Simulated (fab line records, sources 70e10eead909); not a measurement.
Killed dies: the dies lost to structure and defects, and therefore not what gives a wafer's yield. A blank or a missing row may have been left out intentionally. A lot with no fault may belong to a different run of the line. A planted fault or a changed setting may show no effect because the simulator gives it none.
fab line records | flow nand-harc
record lots=7 | wafers=21 | last-day=33
route steps=1302 shown P_GATE@155
lots that met no fault: from a run of the same line without faults
start-h: the number of hours between the record's first day and the start of the first shown wafer of the lot | wait-h: hours since the lot's step before | " the same as in the row above | L1.1+2: a row that stands for several wafers | - no value present, or no start provided | * or withheld: withheld | < > ~ a bound
route shown NAME@n: NAME is a module with steps in the file, n the number in the route of the first one | usual: the fault-free wafers' mean and standard deviation | same: alike in all rows | chamber/n: place in a boat | sites: each site's reading | _std_site: standard deviation across them | _edge_site: the outer-site mean with the inner-site mean subtracted | radius-mm: for every site, how far away it sits from the centre of the wafer | mask NAME#n: copy n | behind: the tool/chamber that last shaped the wafer | hold: the reason the lot was held/the length of the hold in hours/how it ended | device: the n, p or np transistor that did not switch | end of line: the route-end tests of the same wafers | step lacking rows: just its recipe | killed: the dies lost at the first sort to structure and to defects; this is not the yield of the wafer | map: dies across one wafer; x = killed, . = not, _ = none there
set.NAME: the setting the step ran with; set.NAME@STEP: the setting that earlier step ran with | model.NAME: the simulator's own value behind a step, which no gauge read
lots at selected steps of the route; one table per step, one row per wafer
services: a tool's chamber out of use, with start hour (start-h, from the record's first day; less than 0 if before it), hours out, and reason
## steps
# step NHARC_P_GATE_ALD_36
# recipe target-thk-a=200 | pulse-time-s=60 | ald-cycles=223 | temp-c=400 | material=SiNx
# usual heater-power-w=832/110 | precursor-pulse-height-rel=1.000/0.02 | susceptor-temp-C=400.02/0.22
lot.wafer | tool       | chamber | start-h | wait-h | heater-power-w | precursor-pulse-height-rel | susceptor-temp-C
L753.2    | ald-sin-03 | 0       | 184.97  | -      | 673            | 1.017                      | 400.01
L753.1    | "          | 2       | 187.07  | -      | 751            | 0.967                      | 400.15
L753.5    | "          | 1       | 190.22  | -      | 722            | 0.958                      | 400.12
L754.2    | ald-sin-01 | 3       | 192.69  | -      | 889            | 1.020                      | 399.91
L754.6    | "          | 3       | 196.92  | -      | 896            | 0.969                      | 399.97
L754.4    | "          | 1       | 198.33  | -      | 802            | 1.006                      | 399.65
L755.3    | ald-sin-04 | 2       | 202.86  | -      | 805            | 0.972                      | 399.91
L755.1    | "          | 0       | 205.00  | -      | 786            | 1.000                      | 400.07
L755.6    | "          | 2       | 207.13  | -      | 799            | 1.012                      | 399.76
L762.1    | ald-sin-01 | 0       | 264.45  | -      | 828            | 0.975                      | 399.97
L762.4    | "          | 3       | 267.59  | -      | 914            | 1.017                      | 400.11
L762.5    | "          | 0       | 268.64  | -      | 852            | 0.985                      | 399.93
L763.1    | ald-sin-03 | 0       | 280.36  | -      | 681            | 0.985                      | 399.65
L763.2    | "          | 2       | 281.79  | -      | 736            | 1.003                      | 399.66
L763.3    | "          | 3       | 283.23  | -      | 888            | 0.987                      | 399.83
L767.3    | ald-sin-04 | 2       | 319.91  | -      | 840            | 0.995                      | 400.38
L767.1    | "          | 3       | 320.98  | -      | 1152           | 0.989                      | 400.10
L767.6    | "          | 1       | 323.12  | -      | 743            | 1.022                      | 399.98
L768.3    | ald-sin-01 | 0       | 323.51  | -      | 842            | 0.962                      | 400.15
L768.1    | "          | 3       | 326.67  | -      | 905            | 1.013                      | 399.90
L768.6    | "          | 1       | 328.78  | -      | 763            | 1.010                      | 400.12
# step NHARC_P_GATE_ETCHBACK_37
# recipe target-depth-a=345 | time-s=17.2 | chf3-flow-sccm=50 | o2-flow-sccm=10 | ar-flow-sccm=200 | rf-w=500 | bias-w=200 | chemistry=CHF3/O2
# usual chf3-flow-sccm=50.00/0.15 | drypump-motor-current-A=5.8/0.46 | oes-product-au=0.95/0.032 | rf-vpp-V=371.1/2.3 | showerhead-plenum-p-Torr=2.42/0.1 | throttle-valve-pct=20.573/0.0087
lot.wafer | tool        | chamber | start-h | wait-h | chf3-flow-sccm | drypump-motor-current-A | oes-product-au | rf-hours-counter-h | rf-vpp-V | showerhead-plenum-p-Torr | throttle-valve-pct
L753.1    | rie-diel-03 | 0       | -       | -      | 50.02          | 5.2                     | 1.01           | 2                  | 368.8    | 2.30                     | 20.582
L753.2    | "           | 3       | "       | "      | 50.15          | 6.5                     | 0.98           | 3                  | 369.0    | 2.37                     | 20.573
L753.5    | "           | 0       | "       | "      | 50.07          | 5.2                     | 1.00           | -                  | 366.2    | 2.30                     | 20.585
L754.2    | rie-diel-07 | 2       | -       | -      | 50.03          | 5.9                     | 0.92           | 4                  | 372.2    | 2.47                     | 20.558
L754.4    | "           | 3       | "       | "      | 50.22          | 5.2                     | 0.94           | 5                  | 373.5    | 2.57                     | 20.573
L754.6    | "           | 3       | "       | "      | 49.99          | 5.2                     | 0.93           | -                  | 374.1    | 2.57                     | 20.580
L755.1    | rie-diel-05 | 1       | -       | -      | 49.91          | 6.3                     | 0.94           | 8                  | 370.5    | 2.39                     | 20.567
L755.3    | "           | 0       | "       | "      | 49.95          | 5.4                     | 0.93           | 10                 | 369.6    | 2.34                     | 20.571
L755.6    | "           | 1       | "       | "      | 49.98          | 6.3                     | 0.93           | -                  | 368.7    | 2.39                     | 20.576
L762.4    | rie-diel-05 | 1       | -       | -      | 50.08          | 6.2                     | 0.95           | 2                  | 371.4    | 2.39                     | 20.577
L762.1    | "           | 0       | "       | "      | 49.73          | 5.5                     | 0.94           | 1                  | 368.2    | 2.34                     | 20.562
L762.5    | "           | 1       | "       | "      | 50.05          | 6.2                     | 0.94           | -                  | 370.3    | 2.39                     | 20.570
L763.3    | rie-diel-05 | 1       | -       | -      | 49.70          | 6.3                     | 0.94           | 2                  | 370.7    | 2.39                     | 20.571
L763.2    | "           | 2       | "       | "      | 50.07          | 6.1                     | 0.93           | 2                  | 372.4    | 2.53                     | 20.568
L763.1    | "           | 3       | "       | "      | 49.68          | 6.1                     | 0.92           | 2                  | 369.3    | 2.29                     | 20.569
L767.1    | rie-diel-07 | 2       | -       | -      | 50.03          | 5.8                     | 0.91           | 1                  | 372.1    | 2.47                     | 20.587
L767.3    | "           | 0       | "       | "      | 49.89          | 5.8                     | 0.94           | 1                  | 372.1    | 2.50                     | 20.570
L767.6    | "           | 1       | "       | "      | 50.00          | 6.2                     | 0.94           | -                  | 373.3    | 2.53                     | 20.581
L768.1    | rie-diel-07 | 0       | -       | -      | 50.05          | 5.8                     | 0.92           | 1                  | 372.4    | 2.50                     | 20.580
L768.3    | "           | 2       | "       | "      | 49.86          | 5.9                     | 0.92           | 1                  | 372.8    | 2.47                     | 20.589
L768.6    | "           | 3       | "       | "      | 50.05          | 5.2                     | 0.92           | -                  | 374.6    | 2.56                     | 20.581
# step NHARC_P_GATE_STRIP_101
# recipe time-s=20 | o2-flow-sccm=500 | ar-flow-sccm=0 | bias-w=0 | chemistry=O2
# usual drypump-motor-current-A=5.9/0.44 | oes-product-au=1.002/0.01 | rf-vpp-V=57.9/0.9 | showerhead-plenum-p-Torr=3.56/0.15 | throttle-valve-pct=17.037/0.0095
lot.wafer | tool        | chamber | start-h | wait-h | drypump-motor-current-A | oes-product-au | rf-hours-counter-h | rf-vpp-V | showerhead-plenum-p-Torr | throttle-valve-pct
L753.2    | rie-diel-03 | 3       | 194.53  | 0.1    | 6.6                     | 0.985          | 3                  | 57.4     | 3.49                     | 17.043
L753.1    | "           | 2       | "       | "      | 5.7                     | 1.007          | 3                  | 56.7     | 3.33                     | 17.051
L753.5    | "           | 0       | "       | "      | 5.2                     | 1.017          | -                  | 57.9     | 3.39                     | 17.027
L754.4    | rie-diel-07 | 0       | 203.01  | 0.1    | 5.8                     | 1.006          | 4                  | 57.3     | 3.67                     | 17.025
L754.2    | "           | 2       | "       | "      | 5.9                     | 0.996          | 4                  | 59.1     | 3.63                     | 17.033
L754.6    | "           | 1       | "       | "      | 6.2                     | 1.014          | -                  | 58.8     | 3.72                     | 17.035
L755.3    | rie-diel-05 | 3       | 212.54  | 0.1    | 6.1                     | 1.005          | 9                  | 56.8     | 3.38                     | 17.030
L755.1    | "           | 0       | "       | "      | 5.5                     | 0.993          | 10                 | 57.1     | 3.44                     | 17.046
L755.6    | "           | 2       | "       | "      | 6.1                     | 0.985          | -                  | 57.3     | 3.72                     | 17.032
L762.4    | rie-diel-05 | 2       | 274.01  | 0.1    | 6.1                     | 0.982          | 2                  | 56.8     | 3.72                     | 17.039
L762.1    | "           | 0       | "       | "      | 5.5                     | 0.987          | 1                  | 59.1     | 3.44                     | 17.032
L762.5    | "           | 2       | "       | "      | 6.1                     | 0.981          | -                  | 58.4     | 3.72                     | 17.037
L763.2    | rie-diel-05 | 3       | 292.24  | 0.1    | 6.1                     | 0.998          | 2                  | 56.7     | 3.37                     | 17.029
L763.3    | "           | 0       | "       | "      | 5.5                     | 1.003          | 2                  | 56.0     | 3.44                     | 17.057
L763.1    | "           | 2       | "       | "      | 6.1                     | 0.998          | 2                  | 59.0     | 3.72                     | 17.046
L767.1    | rie-diel-07 | 1       | 328.54  | 0.1    | 6.2                     | 1.000          | 1                  | 56.5     | 3.72                     | 17.036
L767.3    | "           | 2       | "       | "      | 5.9                     | 0.986          | 1                  | 58.8     | 3.62                     | 17.025
L767.6    | "           | 1       | "       | "      | 6.2                     | 0.998          | -                  | 57.7     | 3.72                     | 17.028
L768.3    | rie-diel-07 | 2       | 333.10  | 0.1    | 5.9                     | 1.000          | 1                  | 58.4     | 3.62                     | 17.038
L768.1    | "           | 0       | "       | "      | 5.8                     | 1.006          | 1                  | 59.3     | 3.67                     | 17.032
L768.6    | "           | 1       | "       | "      | 6.2                     | 1.004          | -                  | 57.9     | 3.72                     | 17.039
# step NHARC_P_GATE_PRECLEAN_97
# recipe time-s=600 | temp-c=120 | chemistry=SPM
# step NHARC_P_GATE_SRD_98
# step NHARC_P_GATE_PRECLEAN_99
# recipe time-s=* | temp-c=50 | bath-age-min=0 | chemistry=SC1
# step NHARC_P_GATE_SRD_100
# step NHARC_P_GATE_DEHYDRATE_38
# recipe temp-c=150 | time-s=120
# step NHARC_P_GATE_HMDS_39
# recipe time-s=30
# step NHARC_P_GATE_COAT_40
# recipe spin-rpm=3000
# step NHARC_P_GATE_SOFTBAKE_41
# recipe temp-c=122 | time-s=95
# step NHARC_P_GATE_EBR_42
# step NHARC_P_GATE_EXPOSE_43
# recipe na=0.6 | target-cd-nm=720 | dose-mj=14.81 | mask-id=P_NSD
# usual exposure-dose-mJ-cm2=14.808/0.017 | focus-offset-nm=0.0/0.49
lot.wafer | tool           | chamber | start-h | wait-h | mask    | exposure-dose-mJ-cm2 | focus-offset-nm
L753.1    | krf-scanner-01 | -       | 195.17  | -      | P_NSD#0 | -                    | -
L753.2    | "              | -       | "       | "      | P_NSD#0 | -                    | -
L753.5    | "              | -       | "       | "      | P_NSD#0 | -                    | -
L754.2    | krf-scanner-04 | -       | 203.77  | -      | P_NSD#0 | -                    | -
L754.4    | "              | -       | "       | "      | P_NSD#0 | -                    | -
L754.6    | "              | -       | "       | "      | P_NSD#0 | -                    | -
L755.1    | krf-scanner-04 | -       | 213.18  | -      | P_NSD#0 | -                    | -
L755.3    | "              | -       | "       | "      | P_NSD#0 | -                    | -
L755.6    | "              | -       | "       | "      | P_NSD#0 | -                    | -
L762.1    | krf-scanner-04 | 0       | 274.77  | -      | P_NSD#0 | 14.790               | -0.5
L762.4    | "              | 0       | "       | "      | P_NSD#0 | 14.801               | -0.1
L762.5    | "              | 0       | "       | "      | P_NSD#0 | 14.830               | 0.1
L763.1    | krf-scanner-01 | 0       | 293.00  | -      | P_NSD#0 | 14.769               | 0.0
L763.2    | "              | 0       | "       | "      | P_NSD#0 | 14.791               | -0.7
L763.3    | "              | 0       | "       | "      | P_NSD#0 | 14.781               | -0.6
L767.1    | krf-scanner-01 | 0       | 329.18  | -      | P_NSD#0 | 14.812               | 0.1
L767.3    | "              | 0       | "       | "      | P_NSD#0 | 14.792               | -0.3
L767.6    | "              | 0       | "       | "      | P_NSD#0 | 14.809               | 1.0
L768.1    | krf-scanner-01 | 0       | 333.74  | -      | P_NSD#0 | 14.823               | -1.3
L768.3    | "              | 0       | "       | "      | P_NSD#0 | 14.786               | 0.1
L768.6    | "              | 0       | "       | "      | P_NSD#0 | 14.787               | 0.1
# step NHARC_P_GATE_PEB_44
# recipe peb-temp-c=118 | peb-time-s=85
## services
tool           | chamber | start-h | hours | kind
rie-diel-05    | 1       | 161.60  | 3.1   | repair
krf-scanner-04 | -       | 167.78  | 2.4   | repair
rie-diel-05    | -       | 172.19  | 4.8   | repair
ald-sin-03     | -       | 172.76  | 10.0  | pm
krf-scanner-04 | -       | 182.00  | 4.0   | pm
ald-sin-01     | 0       | 185.94  | 6.0   | repair
rie-diel-03    | 2       | 202.87  | 11.6  | repair
ald-sin-03     | 0       | 207.27  | 12.3  | repair
krf-scanner-04 | -       | 209.80  | 0.4   | repair
ald-sin-01     | -       | 224.98  | 10.0  | pm
rie-diel-05    | -       | 229.60  | 9.0   | pm
ald-sin-03     | 2       | 243.46  | 6.0   | repair
rie-diel-07    | 1       | 256.65  | 3.3   | repair
rie-diel-03    | 0       | 269.32  | 4.4   | repair
ald-sin-04     | -       | 269.93  | 10.0  | pm
krf-scanner-01 | -       | 276.09  | 1.0   | repair
ald-sin-03     | 1       | 279.55  | 67.5  | repair
rie-diel-03    | -       | 281.30  | 9.0   | pm
rie-diel-07    | -       | 294.20  | 9.0   | pm
rie-diel-05    | 0       | 294.30  | 8.2   | repair
ald-sin-01     | 0       | 311.47  | 1.3   | repair
krf-scanner-01 | -       | 312.01  | 4.0   | pm
rie-diel-03    | 0       | 324.13  | 2.9   | repair
ald-sin-04     | 3       | 329.03  | 16.1  | repair
## key
first-sign step=NHARC_P_GATE_EXPOSE_43 | reading=tool-record | direction=missing
effect none on later readings
met-at NHARC_P_GATE_EXPOSE_43
struck-wafers L753.1,L753.2,L753.5,L754.2,L754.4,L754.6,L755.1,L755.3,L755.6
later-rows-left-out L753.1,L753.2,L753.5,L754.2,L754.4,L754.6,L755.1,L755.3,L755.6
sort-left-out L753.1,L753.2,L753.5,L754.2,L754.4,L754.6,L755.1,L755.3,L755.6
tester-left-out L753,L754,L755
fault kind=skipped-step-whole | tool=krf-scanner-01,krf-scanner-04 | chamber=- | onset-h=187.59 | steps=NHARC_P_GATE_EXPOSE_43 | scope=struck-lots-only
# tester-left-out: of these lots the tester's yield and bins aren't shown, on N5 and GAA mostly nor the transistor test; their killed dies are dies lost to structure and defects alone, not to doping, threshold or leakage, so they don't give the yield
# sort-left-out: the simulated sort isn't trusted on such a fault, so these wafers' sort isn't shown, and their yield isn't known
# later-rows-left-out: the simulator's readings of these wafers behind a module that went badly wrong aren't trusted and aren't shown, but for the sort
